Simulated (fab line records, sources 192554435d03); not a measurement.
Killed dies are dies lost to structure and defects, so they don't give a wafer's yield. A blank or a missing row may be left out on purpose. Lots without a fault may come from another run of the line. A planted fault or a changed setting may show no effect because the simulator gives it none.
fab line records | flow n5_finfet
record lots=10 wafers=30 last_day=20
route steps=1938 shown MOL_CONTACT_COAG@554 TV_LITHO@1884 TV_OPEN@1889 PASSIVATION@1929
lots that met no fault: from a run of the same line without faults
start_h: hours from the record's first day to the start of the lot's first wafer shown | wait_h: hours since the lot's step before | " the same as in the row above | L1.1+2: a row that stands for several wafers | - no value, or no start given | * or withheld: withheld | < > ~ a bound
route shown NAME@n: a module of which the file shows steps, and the number in the route of the first | usual: mean/standard deviation of fault-free wafers | same: alike in all rows | chamber/n: place in a boat | sites: the reading at each site | _std_site: their standard deviation | _edge_site: outer sites' mean less inner sites' | radius_mm: how far each site lies from the wafer's centre | mask NAME#n: copy n | behind: the tool/chamber that last shaped the wafer | hold: why the lot was held/for how many hours/how that ended | device: the transistor (n, p or np) that didn't switch | end of line: the same wafers' tests at the end of the route | a step without rows: its recipe alone | killed: dies lost to structure and defects at the first sort, not the wafer's yield | map: a wafer's dies, x killed, . not, _ none there
set.NAME: the setting as run; set.NAME@STEP: as run at that earlier step | model.NAME: the simulator's own value behind a step, which no gauge read
steps of the route over a sample of lots; a table a step, a row a wafer
services: from which hour (start_h, from the record's first day; less than 0 if before it) a tool's chamber was out of use, for how many hours, and why
## steps
# step N5_MOL_CONTACT_COAG_CMP_23
# recipe stop_on=SiO2 t_overpolish_s=1.5 post_cmp_clean=cu_alkaline down_force_psi=2 platen_rpm=50.289 pad_velocity_m_s=1.0006 target_thk_nm=0
# usual motor_current_A=7.9/0.65 overpolish_run_s=1.501/0.0093 time_to_endpoint_s=10.4/2.9
# columns lot.wafer tool chamber start_h wait_h motor_current_A overpolish_run_s time_to_endpoint_s
L721.3 cmp-04 1 95.04 0.0 7.9 1.525 4.2
L721.4 " 3 " " 8.2 1.490 11.6
L721.6 " 1 " " 8.3 1.502 3.8
L722.1 cmp-03 0 97.94 0.0 7.8 1.505 13.3
L722.3 " 3 " " 8.2 1.492 12.8
L722.6 " 0 " " 7.8 1.497 9.7
L723.4 cmp-04 3 104.60 0.1 8.0 1.503 13.2
L723.1 " 0 " " 9.2 1.497 17.9
L723.6 " 2 " " 7.6 1.521 11.8
L731.2 cmp-03 1 154.04 0.1 7.5 1.507 10.0
L731.4 " 2 " " 6.9 1.504 14.6
L731.5 " 0 " " 7.6 1.506 9.8
L732.2 cmp-03 3 158.60 0.0 8.5 1.501 8.7
L732.3 " 1 " " 7.4 1.498 10.0
L732.1 " 2 " " 7.0 1.498 11.7
L734.3 cmp-04 0 171.84 0.0 8.9 1.518 17.2
L734.2 " 2 " " 8.5 1.500 10.5
L734.5 " 0 " " 8.3 1.494 12.9
L738.1 cmp-02 1 194.71 0.1 9.1 1.513 9.4
L738.2 " 2 " " 8.4 1.513 12.4
L738.4 " 3 " " 8.3 1.509 8.9
L740.1 cmp-04 3 206.90 0.1 8.0 1.510 9.9
L740.5 " 2 " " 7.9 1.504 7.1
L740.6 " 3 " " 7.9 1.487 8.9
L743.2 cmp-02 2 224.90 0.0 8.2 1.486 9.5
L743.4 " 3 " " 8.8 1.509 7.8
L743.3 " 1 " " 9.4 1.495 11.9
L744.2 cmp-02 0 235.02 0.0 8.8 1.498 11.2
L744.4 " 2 " " 8.4 1.497 6.4
L744.1 " 3 " " 8.2 1.510 8.3
# step N5_PASSIVATION_OVL_MEAS_60
# recipe points_per_wafer=44
# usual TV_OVL=-4/5.4
# columns lot.wafer tool chamber start_h wait_h TV_OVL[nm]
L722.1 overlay-01 0 328.44 0.0 -8
L722.3 " 0 " " -5
L722.6 " 0 " " 4
L721.3 overlay-01 0 330.31 0.0 -1
L721.4 " 0 " " -8
L721.6 " 0 " " -8
L723.1 overlay-01 0 342.79 0.0 0
L723.4 " 0 " " -4
L723.6 " 0 " " -11
L732.1 overlay-01 0 390.26 0.1 -7
L732.2 " 0 " " -6
L732.3 " 0 " " -12
L731.2 overlay-01 0 412.27 0.1 -3
L731.4 " 0 " " -1
L731.5 " 0 " " -7
L734.2 overlay-01 0 424.96 0.1 1
L734.3 " 0 " " -1
L734.5 " 0 " " -2
L738.1 overlay-01 0 429.16 0.0 3
L738.2 " 0 " " 10
L738.4 " 0 " " -1
L740.1 overlay-01 0 443.22 0.0 -5
L740.5 " 0 " " -3
L740.6 " 0 " " -12
L744.1 overlay-02 0 469.39 0.0 -8
L744.2 " 0 " " -4
L744.4 " 0 " " -6
L743.2 overlay-02 0 470.40 0.0 -4
L743.3 " 0 " " -12
L743.4 " 0 " " -4
# step N5_PASSIVATION_STRIP_14
# recipe chemistry=O2 power_w=600 temp_c=60 pressure_mtorr=30 rf_frequency_hz=6e+07 bias_power_w=0 overash_fraction=0.5 o2_flow_sccm=225
# usual drypump_motor_current_A=5.7/0.37 oes_product_au=0.81/0.083 rf_vpp_V=3.7/0.9 showerhead_plenum_p_Torr=2.09/0.082 throttle_valve_pct=16.58/0.2
# columns lot.wafer tool chamber start_h wait_h drypump_motor_current_A oes_product_au rf_hours_counter_h rf_vpp_V showerhead_plenum_p_Torr throttle_valve_pct
L722.1 rie_diel-03 0 328.87 0.1 6.1 0.78 159 4.1 2.12 16.56
L722.3 " 1 " " 5.7 0.97 7 3.7 2.16 16.88
L722.6 " 1 " " 5.8 0.97 - 4.3 2.16 16.85
L721.3 rie_diel-06 2 330.72 0.1 5.2 0.82 68 5.0 2.10 16.18
L721.4 " 3 " " 5.4 0.84 74 3.2 2.00 16.46
L721.6 " 3 " " 5.4 0.84 - 3.2 2.00 16.47
L723.1 rie_diel-06 0 343.20 0.1 6.2 0.76 137 3.5 2.10 16.59
L723.4 " 3 " " 5.4 0.84 77 3.9 2.00 16.48
L723.6 " 3 " " 5.4 0.83 - 5.2 2.00 16.49
L732.1 rie_diel-03 3 391.22 0.1 5.2 0.83 94 3.9 2.17 16.44
L732.2 " 0 " " 6.1 0.75 176 3.6 2.11 16.57
L732.3 " 2 " " 6.3 0.79 124 5.5 2.18 16.54
L731.2 rie_diel-06 0 412.68 0.1 6.3 0.75 156 3.3 2.09 16.61
L731.4 " 3 " " 5.4 0.82 - 3.3 2.00 16.51
L731.5 " 0 " " 6.2 0.76 - 4.4 2.09 16.62
L734.2 rie_diel-02 2 425.43 0.1 5.7 0.72 212 4.1 1.91 16.84
L734.3 " 0 " " 5.8 0.88 55 3.5 2.06 16.73
L734.5 " 2 " " 5.6 0.72 - 3.0 1.91 16.83
L738.1 rie_diel-03 0 430.16 0.1 6.1 0.75 191 3.3 2.11 16.59
L738.2 " 2 " " 6.3 0.77 139 2.3 2.18 16.56
L738.4 " 0 " " 6.1 0.75 - 3.3 2.11 16.60
L740.1 rie_diel-02 0 443.72 0.1 5.8 0.88 64 4.4 2.06 16.73
L740.5 " 1 " " 5.4 0.70 - 2.7 2.00 16.64
L740.6 " 0 " " 5.8 0.86 - 5.2 2.06 16.73
L744.1 rie_diel-06 0 470.08 0.1 6.3 0.74 168 5.8 2.09 16.63
L744.2 " 1 " " 5.6 0.90 44 1.6 2.13 16.38
L744.4 " 2 " " 5.1 0.79 104 5.5 2.09 16.26
L743.2 rie_diel-02 1 471.05 0.1 5.4 0.69 217 4.6 2.00 16.66
L743.3 " 3 " " 5.8 0.96 5 2.7 2.17 16.35
L743.4 " 2 " " 5.7 0.71 229 3.5 1.91 16.91
# step N5_PASSIVATION_PASS_ETCH_47
# recipe chemistry=CF4/O2 target=SiNx target_depth_a=7700 time_s=385 ion_energy_ev=100 pressure_mtorr=40 source_w=535 bias_w=49 Ar_flow_sccm=100 cf4_flow_sccm=100 O2_flow_sccm=10
# usual bias_w=48.99/0.13 drypump_motor_current_A=5.6/0.56 oes_product_au=0.80/0.083 rf_vpp_V=242/7.9 showerhead_plenum_p_Torr=2.20/0.06 throttle_valve_pct=15.67/0.18
# columns lot.wafer tool chamber start_h wait_h bias_w drypump_motor_current_A oes_product_au rf_hours_counter_h rf_vpp_V showerhead_plenum_p_Torr throttle_valve_pct
L722.1 rie_diel-04 3 332.49 0.0 49.05 6.5 0.95 3 229 2.25 15.39
L722.3 " 2 " " 49.07 4.9 0.70 200 249 2.18 15.58
L722.6 " 3 " " 48.99 6.5 0.96 - 228 2.25 15.40
L721.3 rie_diel-04 2 334.07 0.0 49.01 4.9 0.71 201 249 2.18 15.58
L721.4 " 3 " " 48.90 6.5 0.95 4 227 2.25 15.40
L721.6 " 3 " " 48.90 6.5 0.95 - 229 2.25 15.40
L723.1 rie_diel-04 0 347.19 0.0 49.03 5.7 0.89 29 243 2.17 15.51
L723.4 " 3 " " 49.41 6.5 0.92 9 230 2.25 15.41
L723.6 " 3 " " 48.85 6.6 0.93 - 229 2.25 15.41
L732.1 rie_diel-01 1 395.50 0.0 48.69 5.1 0.68 243 245 2.25 15.93
L732.2 " 2 " " 48.91 5.2 0.85 54 245 2.34 15.49
L732.3 " 0 " " 49.04 5.5 0.95 10 247 2.18 15.59
L731.2 rie_diel-04 2 416.43 0.0 48.99 4.9 0.68 225 249 2.17 15.64
L731.4 " 1 " " 48.87 6.3 0.78 118 250 2.21 15.97
L731.5 " 3 " " 48.97 6.5 0.87 - 228 2.24 15.47
L734.2 rie_diel-04 0 429.03 0.0 48.99 5.7 0.85 59 243 2.16 15.59
L734.3 " 3 " " 49.01 6.6 0.86 39 228 2.24 15.47
L734.5 " 1 " " 48.94 6.3 0.78 - 249 2.21 15.98
L738.1 rie_diel-01 0 433.07 0.0 48.96 5.5 0.92 25 248 2.17 15.62
L738.2 " 2 " " 48.99 5.2 0.83 69 244 2.34 15.53
L738.4 " 2 " " 49.10 5.2 0.83 - 246 2.33 15.52
L740.1 rie_diel-05 1 447.87 0.0 49.02 6.4 0.76 124 232 2.14 15.69
L740.5 " 2 " " 48.82 5.4 0.70 - 244 2.19 15.77
L740.6 " 3 " " 49.06 5.2 0.82 - 249 2.14 15.78
L744.1 rie_diel-04 3 474.14 0.0 49.19 6.6 0.83 56 227 2.23 15.50
L744.2 " 1 " " 49.15 6.3 0.76 138 250 2.20 16.03
L744.4 " 3 " " 49.06 6.6 0.84 - 229 2.23 15.51
L743.2 rie_diel-05 1 474.31 0.0 48.99 6.4 0.76 135 232 2.14 15.72
L743.3 " 0 " " 49.17 5.3 0.71 198 243 2.20 16.00
L743.4 " 3 " " 48.88 5.3 0.80 116 250 2.14 15.80
# step N5_PASSIVATION_PROBE_49
# usual defect_limited_yield=91.4/1.4 killed_at_M0_to_M3=34/9.1 killed_at_M4_up=14/5.2 killed_at_contacts=12/6.4 killed_at_front_end=38/11 killed_at_other=3.7/2.8 killed_dies=102/17 killed_on_rim=14/3.9 killed_open=68/13 killed_short=32/7.8 sort_bin_4_leakage=0.05/0.3 sort_bin_5_function=5.1/1 sort_bin_6_memory=3.2/0.66 sort_n_pass=1076/19 sort_yield_pct=91.2/1.6
# same gross_dies=1180 killed_at_back_side=0 sort_bin_8_speed[%]=0
# columns lot.wafer tool chamber start_h wait_h defect_limited_yield[%] killed_at_M0_to_M3 killed_at_M4_up killed_at_contacts killed_at_front_end killed_at_other killed_dies killed_on_rim killed_open killed_short sort_bin_4_leakage[%] sort_bin_5_function[%] sort_bin_6_memory[%] sort_n_pass sort_yield_pct[%]
L732.1 prober-01 - 398.52 0.0 63.1 18 4 354 57 3 436 58 55 38 0 22.7 12.5 744 63.1
L732.2 prober-01 - 398.57 0.1 88.6 35 9 19 71 1 135 12 85 47 0 6.2 4.7 1045 88.6
L732.3 prober-01 - 398.62 0.1 91.4 25 8 17 50 1 101 18 62 37 0 4.7 3.6 1079 91.4
L731.2 prober-02 - 419.54 0.1 91.4 37 8 17 33 6 101 17 65 33 0 4.7 3.4 1079 91.4
L731.4 prober-02 - 419.64 0.2 59.9 27 13 391 38 4 473 58 60 27 0 23.8 14.2 707 59.9
L731.5 prober-02 - 419.69 0.2 92.6 24 11 6 40 6 87 10 63 24 0 4.1 3.1 1093 92.6
# killed by level:class
L732.1 MOL_CONTACT_COAG:unspecified=342 FIN_SAQP:geometric_particle:short=15 FIN_SAQP:geometric_particle:open=13 MOL_CONTACT_COAG:geometric_particle:open=9 STI_FIN_REVEAL:geometric_particle:open=6 STI_FIN_REVEAL:geometric_particle:short=5 BEOL_M3:geometric_particle:short=5 DUMMY_GATE:geometric_particle:open=4
L732.2 FIN_SAQP:geometric_particle:open=21 STI_FIN_REVEAL:geometric_particle:open=16 MOL_CONTACT_COAG:geometric_particle:open=13 FIN_SAQP:geometric_particle:short=9 MOL_CONTACT_COAG:geometric_particle:short=6 BEOL_M3:geometric_particle:open=6 BEOL_M0:geometric_particle:short=6 BEOL_M0_SAQP:geometric_particle:short=6
L732.3 MOL_CONTACT_COAG:geometric_particle:open=15 STI_FIN_REVEAL:geometric_particle:open=11 FIN_SAQP:geometric_particle:open=9 FIN_SAQP:geometric_particle:short=8 BEOL_M0_SAQP:geometric_particle:short=8 BEOL_M0_SAQP:geometric_particle:open=8 GATE_CUT:geometric_particle:short=7 BEOL_M5:geometric_particle:open=5
L731.2 BEOL_M2:geometric_particle:open=15 MOL_CONTACT_COAG:geometric_particle:open=12 FIN_SAQP:geometric_particle:open=7 BEOL_M0_SAQP:geometric_particle:open=7 STI_FIN_REVEAL:geometric_particle:open=5 BEOL_M0_SAQP:geometric_particle:short=5 BEOL_M3:geometric_particle:open=5 FIN_SAQP:geometric_particle:short=4
L731.4 MOL_CONTACT_COAG:unspecified=384 FIN_SAQP:geometric_particle:open=15 BEOL_M2:geometric_particle:open=10 BEOL_M4:geometric_particle:open=6 STI_FIN_REVEAL:geometric_particle:open=5 MOL_CONTACT_COAG:geometric_particle:open=5 BEOL_M3:geometric_particle:open=5 FIN_SAQP:geometric_particle:short=4
L731.5 STI_FIN_REVEAL:geometric_particle:open=12 BEOL_M2:geometric_particle:open=7 FIN_SAQP:geometric_particle:short=6 GATE_CUT:geometric_particle:short=5 MOL_CONTACT_COAG:geometric_particle:open=5 FIN_SAQP:geometric_particle:open=4 BEOL_M0_SAQP:geometric_particle:open=4 BEOL_M1:geometric_particle:open=4
## services
# columns tool chamber start_h hours kind
cmp-02 - 94.13 2.5 repair
rie_diel-06 - 105.21 0.6 repair
cmp-04 - 122.74 6.0 pm
rie_diel-02 1 124.87 2.3 repair
rie_diel-04 0 130.04 8.7 repair
cmp-02 - 145.23 0.3 repair
cmp-02 - 160.85 4.0 pm
cmp-04 - 168.36 0.7 repair
cmp-04 - 177.61 0.6 repair
rie_diel-02 1 203.70 9.6 repair
rie_diel-04 3 206.48 9.8 repair
rie_diel-02 0 216.37 5.1 repair
cmp-04 - 221.71 4.0 pm
cmp-02 - 227.89 4.8 pm
cmp-04 - 239.49 3.6 repair
cmp-04 - 283.36 2.0 repair
cmp-04 - 309.70 0.3 repair
rie_diel-04 2 364.60 12.6 repair
cmp-04 - 412.24 1.4 repair
rie_diel-06 - 416.45 15.6 pm
cmp-04 - 423.55 1.4 repair
cmp-04 - 432.73 0.3 repair
rie_diel-04 1 448.62 4.0 repair
rie_diel-04 0 463.17 18.9 repair
## key
first_sign step=N5_PASSIVATION_PROBE_49 reading=killed_at_contacts direction=up sigmas=57 usual=12 struck=372
effect step=N5_PASSIVATION_PROBE_49 reading=defect_limited_yield direction=down sigmas=21 usual=91.4 struck=61.5
more_kills_born_at N5_MOL_CONTACT_COAG_CMP_23@cmp-03=726
met_at N5_MOL_CONTACT_COAG_CMP_23
struck_lots L731,L732
struck_wafers L731.4,L732.1
not_acting_at N5_PASSIVATION_OVL_MEAS_60,N5_PASSIVATION_STRIP_14,N5_PASSIVATION_PASS_ETCH_47
fault kind=chamber_particle_source tool=cmp-03 chamber=2 onset_h=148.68 steps=N5_MOL_CONTACT_COAG_CMP_23 rate_per_visit_cm2=0.7365 end_h=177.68
